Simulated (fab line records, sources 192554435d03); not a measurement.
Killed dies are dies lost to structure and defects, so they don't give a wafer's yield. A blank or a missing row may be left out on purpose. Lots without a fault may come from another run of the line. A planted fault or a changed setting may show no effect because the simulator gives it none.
fab line records | flow n5_finfet
record lots=7 wafers=19 last_day=19
route steps=1938 shown BEOL_M3@958 BEOL_M4@1111
lots that met no fault: from a run of the same line without faults
start_h: hours from the record's first day to the start of the lot's first wafer shown | wait_h: hours since the lot's step before | " the same as in the row above | L1.1+2: a row that stands for several wafers | - no value, or no start given | * or withheld: withheld | < > ~ a bound
route shown NAME@n: a module of which the file shows steps, and the number in the route of the first | usual: mean/standard deviation of fault-free wafers | same: alike in all rows | chamber/n: place in a boat | sites: the reading at each site | _std_site: their standard deviation | _edge_site: outer sites' mean less inner sites' | radius_mm: how far each site lies from the wafer's centre | mask NAME#n: copy n | behind: the tool/chamber that last shaped the wafer | hold: why the lot was held/for how many hours/how that ended | device: the transistor (n, p or np) that didn't switch | end of line: the same wafers' tests at the end of the route | a step without rows: its recipe alone | killed: dies lost to structure and defects at the first sort, not the wafer's yield | map: a wafer's dies, x killed, . not, _ none there
set.NAME: the setting as run; set.NAME@STEP: as run at that earlier step | model.NAME: the simulator's own value behind a step, which no gauge read
lots at some steps of the route; a table a step, a row a wafer
services: from which hour (start_h, from the record's first day; less than 0 if before it) a tool's chamber was out of use, for how many hours, and why
## steps
# step N5_BEOL_M3_COAT_68
# recipe resist=SiARC temp_c=220 time_s=60 spin_rpm=1500 resist_thk_nm=12
# step N5_BEOL_M3_COAT_76
# recipe resist=underlayer temp_c=205 time_s=60 spin_rpm=1500 resist_thk_nm=5
# step N5_BEOL_M3_COAT_22
# recipe resist=CAR-EUV spin_rpm=1500 resist_thk_nm=30
# step N5_BEOL_M3_EBR_24
# recipe solvent=PGMEA ebr_width_mm=1.5
# step N5_BEOL_M3_SOFTBAKE_23
# recipe temp_c=110 time_s=60 resist=CAR-EUV
# step N5_BEOL_M3_EXPOSE_25
# recipe mask_id=V2 na=0.33 source_shape=quasar sigma_inner=0.2 sigma_outer=0.8 polarization=unpolarized defocus_nm=5 dose_mj=63
# step N5_BEOL_M3_PEB_26
# recipe peb_temp_c=100 peb_time_s=60 resist=CAR-EUV
# step N5_BEOL_M3_DEVELOP_27
# recipe develop_time_s=30 developer=TMAH resist=CAR-EUV rinse_liquid=surfactant_rinse dry=air_spin dev_temp_c=23
# step N5_BEOL_M3_CD_MEAS_28
# recipe target_cd_nm=25.7 landing_energy_ev=500 detector=se_inlens target_cd_y_nm=23.3 polarity=opening
# usual cd_nm=25.71/0.2
# columns lot.wafer tool chamber start_h wait_h cd_nm
L675.2 cd_sem-01 0 171.07 - 25.60
L675.4 " 0 " " 25.59
L675.6 " 0 " " 25.90
L677.3 cd_sem-01 0 193.92 - 25.45
L677.6 " 0 " " 25.62
L681.5 cd_sem-01 0 217.06 - 25.45
L681.6 " 0 " " 25.44
L685.1 cd_sem-02 0 253.44 - 26.15
L685.4 " 0 " " 25.93
L685.6 " 0 " " 25.71
L689.1 cd_sem-02 0 290.88 - 25.61
L689.2 " 0 " " 25.67
L689.6 " 0 " " 25.92
L691.1 cd_sem-02 0 306.35 - 25.36
L691.2 " 0 " " 25.85
L691.3 " 0 " " 25.91
L693.3 cd_sem-03 0 314.43 - 25.58
L693.4 " 0 " " 25.63
L693.6 " 0 " " 25.77
# step N5_BEOL_M3_OVL_MEAS_29
# recipe points_per_wafer=522
# usual V2_OVL=-0.5/0.64
# columns lot.wafer tool chamber start_h wait_h V2_OVL[nm]
L675.2 overlay-01 0 171.10 0.0 -1.3
L675.4 " 0 " " -1.3
L675.6 " 0 " " -1.1
L677.3 overlay-01 0 193.96 0.0 -0.3
L677.6 " 0 " " -0.9
L681.5 overlay-02 0 217.11 0.0 0.0
L681.6 " 0 " " -0.6
L685.1 overlay-01 0 253.48 0.0 -1.4
L685.4 " 0 " " -0.2
L685.6 " 0 " " -1.5
L689.1 overlay-01 0 290.91 0.0 0.7
L689.2 " 0 " " 0.2
L689.6 " 0 " " 0.5
L691.1 overlay-02 0 306.39 0.0 -0.2
L691.2 " 0 " " -0.4
L691.3 " 0 " " -0.8
L693.3 overlay-02 0 314.47 0.0 -0.2
L693.4 " 0 " " -0.8
L693.6 " 0 " " -0.7
# step N5_BEOL_M3_INSPECT_30
# recipe mode=adi inspect_instrument=brightfield
# usual raw_defect_count=399/97
# columns lot.wafer tool chamber start_h wait_h raw_defect_count
L675.2 defect_inspect-02 - 171.16 0.0 477
L675.4 " - " " 448
L675.6 " - " " 760
L677.3 defect_inspect-01 - 194.01 0.0 546
L677.6 " - " " 367
L681.5 defect_inspect-02 - 217.15 0.0 358
L681.6 " - " " 610
L685.1 defect_inspect-01 - 253.53 0.1 345
L685.4 " - " " 387
L685.6 " - " " 339
L689.1 defect_inspect-02 - 290.97 0.1 258
L689.2 " - " " 288
L689.6 " - " " 370
L691.1 defect_inspect-02 - 306.44 0.1 446
L691.2 " - " " 433
L691.3 " - " " 271
L693.3 defect_inspect-02 - 314.52 0.0 337
L693.4 " - " " 348
L693.6 " - " " 357
# step N5_BEOL_M3_DESCUM_33
# recipe chemistry=O2 time_s=7 source_power_w=50 bias_power_w=20 pressure_mtorr=20 rf_frequency_hz=2.712e+07 temp_c=40 resist=CAR-EUV o2_flow_sccm=225
# usual drypump_motor_current_A=5.6/0.45 oes_product_au=0.82/0.093 rf_vpp_V=243.3/1.5 showerhead_plenum_p_Torr=2.11/0.083 throttle_valve_pct=20.44/0.21
# columns lot.wafer tool chamber start_h wait_h drypump_motor_current_A oes_product_au rf_hours_counter_h rf_vpp_V showerhead_plenum_p_Torr throttle_valve_pct
L675.2 rie_diel-02 2 171.19 0.0 6.0 0.75 161 244.0 2.19 20.55
L675.4 " 3 " " 5.8 0.79 87 241.8 2.02 20.75
L675.6 " 3 " " 5.8 0.79 - 243.3 2.02 20.73
L677.3 rie_diel-02 2 194.04 0.0 6.1 0.73 167 244.1 2.19 20.56
L677.6 " 3 " " 5.8 0.78 - 243.1 2.02 20.76
L681.5 rie_diel-02 0 217.20 0.0 5.6 0.91 - 243.0 2.06 20.39
L681.6 " 3 " " 5.8 0.78 - 242.7 2.02 20.76
L685.1 rie_diel-03 3 253.57 0.0 5.5 0.87 38 246.2 2.23 20.28
L685.4 " 2 " " 5.3 0.97 5 245.6 2.24 20.36
L685.6 " 3 " " 5.5 0.89 - 245.2 2.23 20.28
L689.1 rie_diel-02 0 291.01 0.0 5.7 0.85 56 242.5 2.05 20.42
L689.2 " 1 " " 6.3 0.87 44 243.4 2.13 20.20
L689.6 " 0 " " 5.7 0.86 - 243.0 2.05 20.42
L691.1 rie_diel-06 1 306.48 0.0 5.6 0.68 244 243.9 2.16 20.90
L691.2 " 3 " " 5.5 0.67 234 241.7 2.05 20.69
L691.3 " 2 " " 6.4 0.72 190 242.1 2.00 20.34
L693.3 rie_diel-06 3 314.78 0.3 5.4 0.67 236 241.4 2.05 20.69
L693.4 " 2 " " 6.5 0.72 192 241.4 2.00 20.32
L693.6 " 3 " " 5.4 0.67 - 242.2 2.05 20.68
# step N5_BEOL_M3_ETCH_77
# recipe chemistry=N2/H2 target=underlayer target_depth_a=65 mask_material=CAR-EUV time_s=5.2 ion_energy_ev=200 pressure_mtorr=30 source_w=840 bias_w=150 n2_flow_sccm=200 h2_flow_sccm=200 ends=cleared
# usual drypump_motor_current_A=5.6/0.46 etch_rf_on_time_s=5.20/0.092 h2_flow_sccm=200.0/0.55 oes_product_au=0.69/0.079 rf_vpp_V=524.2/3 showerhead_plenum_p_Torr=2.56/0.1 throttle_valve_pct=17.83/0.24
# columns lot.wafer tool chamber start_h wait_h drypump_motor_current_A etch_rf_on_time_s h2_flow_sccm oes_product_au rf_hours_counter_h rf_vpp_V showerhead_plenum_p_Torr throttle_valve_pct
L675.2 rie_diel-02 2 171.22 0.0 6.0 5.19 199.7 0.63 161 528.5 2.64 17.84
L675.4 " 3 " " 5.8 5.14 200.5 0.68 87 522.6 2.47 18.16
L675.6 " 3 " " 5.8 6.72 200.4 0.59 - 520.4 2.47 18.11
L677.3 rie_diel-02 2 194.08 0.0 6.0 6.71 201.2 0.55 167 528.0 2.63 17.81
L677.6 " 3 " " 5.8 6.65 199.9 0.58 - 522.5 2.47 18.12
L681.5 rie_diel-02 0 217.22 0.0 5.6 5.19 200.2 0.77 - 521.7 2.48 17.62
L681.6 " 3 " " 5.8 6.79 199.3 0.59 - 520.6 2.47 18.14
L685.1 rie_diel-03 3 253.60 0.0 5.5 5.28 200.3 0.75 38 529.4 2.70 17.65
L685.4 " 2 " " 5.4 5.15 200.3 0.84 5 527.6 2.71 17.70
L685.6 " 3 " " 5.5 5.27 200.5 0.73 - 528.1 2.70 17.67
L689.1 rie_diel-02 0 291.04 0.0 5.6 5.08 199.3 0.74 56 520.7 2.47 17.70
L689.2 " 1 " " 6.3 5.25 199.9 0.73 44 526.0 2.58 17.68
L689.6 " 0 " " 5.7 5.14 200.1 0.73 - 520.2 2.47 17.68
L691.1 rie_diel-06 1 306.51 0.0 5.6 5.19 200.4 0.58 244 526.4 2.61 18.32
L691.2 " 3 " " 5.5 5.23 199.7 0.57 234 521.5 2.52 18.20
L691.3 " 2 " " 6.4 5.08 199.0 0.62 190 518.6 2.42 17.71
L693.3 rie_diel-06 3 314.82 0.0 5.4 5.23 199.6 0.57 236 525.8 2.52 18.18
L693.4 " 2 " " 6.5 5.16 200.0 0.63 192 521.7 2.42 17.69
L693.6 " 3 " " 5.4 5.23 199.8 0.58 - 523.6 2.52 18.18
# step N5_BEOL_M3_ETCH_69
# recipe chemistry=CF4 target=SiARC target_depth_a=156 mask_material=CAR-EUV time_s=26 ion_energy_ev=80 pressure_mtorr=40 source_w=545 bias_w=36 Ar_flow_sccm=100 cf4_flow_sccm=100 ends=cleared
# usual drypump_motor_current_A=5.6/0.46 etch_rf_on_time_s=26.0/0.45 mfc_ar_sccm=100.0/0.33 oes_product_au=0.70/0.078 rf_vpp_V=184.1/1.2 showerhead_plenum_p_Torr=2.15/0.078 throttle_valve_pct=15.60/0.25
# columns lot.wafer tool chamber start_h wait_h drypump_motor_current_A etch_rf_on_time_s mfc_ar_sccm oes_product_au rf_hours_counter_h rf_vpp_V showerhead_plenum_p_Torr throttle_valve_pct
L675.2 rie_diel-02 2 171.24 0.0 6.0 25.3 100.0 0.64 161 185.0 2.23 15.72
L675.4 " 3 " " 5.8 25.5 100.5 0.69 87 184.0 2.08 15.93
L675.6 " 3 " " 5.8 25.3 100.8 0.69 - 184.1 2.08 15.93
L677.3 rie_diel-02 2 194.09 0.0 6.0 25.4 100.1 0.64 167 184.5 2.23 15.73
L677.6 " 3 " " 5.8 25.3 99.5 0.68 - 182.8 2.08 15.94
L681.5 rie_diel-02 0 217.26 0.0 5.6 25.8 100.1 0.78 - 183.5 2.10 15.41
L681.6 " 3 " " 5.8 25.7 99.4 0.67 - 182.0 2.08 15.93
L685.1 rie_diel-03 3 253.62 0.0 5.5 26.2 100.4 0.75 38 185.6 2.26 15.41
L685.4 " 2 " " 5.3 25.7 100.7 0.82 5 186.3 2.27 15.44
L685.6 " 3 " " 5.5 26.1 100.6 0.75 - 184.3 2.26 15.39
L689.1 rie_diel-02 0 291.06 0.0 5.6 25.7 100.1 0.74 56 184.1 2.09 15.47
L689.2 " 1 " " 6.3 26.2 100.6 0.74 44 184.0 2.18 15.35
L689.6 " 0 " " 5.6 25.8 99.9 0.74 - 184.4 2.09 15.45
L691.1 rie_diel-06 1 306.53 0.0 5.6 26.3 99.9 0.58 244 185.2 2.20 16.09
L691.2 " 3 " " 5.4 26.1 100.1 0.58 234 184.8 2.12 15.98
L691.3 " 2 " " 6.5 25.7 100.0 0.62 190 182.9 2.05 15.51
L693.3 rie_diel-06 3 314.84 0.0 5.5 25.8 99.9 0.58 236 184.2 2.12 15.97
L693.4 " 2 " " 6.5 25.5 100.1 0.63 192 182.6 2.04 15.52
L693.6 " 3 " " 5.5 26.1 99.9 0.58 - 184.2 2.12 15.97
# step N5_BEOL_M4_RC_MEAS_101
# usual DIBL_N=36.6/1.3 DIBL_P=36.4/1.4 IOFF_N=0.167/0.023 IOFF_P=0.219/0.029 ION_N=678/8.7 ION_P=464/6.4 SS_N=71.5/0.53 SS_P=73.4/0.57 VT_N=248.5/2.8 VT_P=-249/3.1
# columns lot.wafer tool chamber start_h wait_h DIBL_N[mV/V] DIBL_P[mV/V] IOFF_N[nA/um] IOFF_P[nA/um] ION_N[uA/um] ION_P[uA/um] SS_N[mV/dec] SS_P[mV/dec] VT_N[mV] VT_P[mV]
L675.2 prober-02 0 201.24 0.2 35.5 35.2 0.142 0.242 675 480 72.1 72.8 251.9 -244
L675.4 " 0 " " 37.1 37.0 0.176 0.269 678 473 72.2 73.2 249.8 -245
L675.6 " 0 " " 35.3 34.9 0.135 0.232 676 473 71.5 73.0 255.2 -247
L677.3 prober-01 0 233.32 0.3 37.5 37.8 0.161 0.192 678 457 71.9 74.0 248.4 -252
L677.6 " 0 " " 35.3 35.4 0.128 0.163 675 452 71.1 72.7 253.6 -255
L681.5 prober-01 0 255.32 0.6 35.5 36.4 0.177 0.247 688 469 71.3 73.7 247.6 -245
L681.6 " 0 " " 33.3 34.6 0.134 0.224 666 465 70.5 73.0 252.9 -245
L685.1 prober-02 0 296.68 0.0 37.5 37.2 0.187 0.261 679 465 72.4 73.6 246.6 -245
L685.4 " 0 " " 36.0 35.6 0.158 0.239 674 468 71.2 73.8 250.5 -246
L685.6 " 0 " " 38.3 37.8 0.201 0.270 672 463 71.8 74.3 247.1 -246
L689.1 prober-01 0 329.98 0.0 35.8 36.1 0.147 0.208 669 460 71.8 73.2 248.5 -251
L689.2 " 0 " " 36.4 37.0 0.156 0.211 675 469 71.3 73.5 250.8 -251
L689.6 " 0 " " 36.7 37.4 0.166 0.222 673 463 72.1 73.4 246.6 -251
L691.1 prober-01 0 351.14 0.0 36.9 37.9 0.164 0.231 674 467 71.6 74.1 251.0 -249
L691.2 " 0 " " 36.5 37.0 0.149 0.200 676 457 71.7 72.9 249.8 -253
L691.3 " 0 " " 37.9 39.8 0.187 0.257 683 471 72.1 73.3 247.3 -248
L693.3 prober-02 0 351.72 0.3 36.3 37.9 0.161 0.207 675 468 71.6 72.9 251.6 -251
L693.4 " 0 " " 34.9 35.4 0.138 0.168 667 456 71.0 71.8 251.8 -255
L693.6 " 0 " " 35.5 36.8 0.152 0.197 676 461 70.6 72.7 248.2 -250
## services
# columns tool chamber start_h hours kind
rie_diel-06 - 158.33 2.8 pm
rie_diel-06 2 163.27 9.2 repair
rie_diel-03 - 177.21 0.8 repair
rie_diel-02 2 214.00 6.4 repair
rie_diel-02 1 219.30 40.8 repair
rie_diel-03 2 225.34 - clean
rie_diel-03 2 225.34 - consumable_replace:focus_ring
rie_diel-03 2 225.34 - consumable_replace:showerhead
rie_diel-03 2 225.34 18.0 scheduled_down
rie_diel-03 2 225.34 18.0 vent_cycle
rie_diel-06 3 252.54 2.8 repair
rie_diel-03 1 260.48 6.6 repair
rie_diel-03 1 280.85 - clean
rie_diel-03 1 280.85 - consumable_replace:focus_ring
rie_diel-03 1 280.85 20.3 scheduled_down
rie_diel-03 1 280.85 20.3 vent_cycle
## key
first_sign step=N5_BEOL_M3_ETCH_77 reading=etch_rf_on_time_s direction=up sigmas=16 usual=* struck=*
effect none on later readings
met_at N5_BEOL_M3_ETCH_77
struck_wafers L675.6,L677.3,L677.6,L681.6
fault kind=process_parameter_drift tool=rie_diel-02 chamber=- onset_h=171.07 steps=N5_BEOL_M3_ETCH_77 channel=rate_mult offset=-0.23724 shape=step end_h=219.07 scope=struck_wafers_only
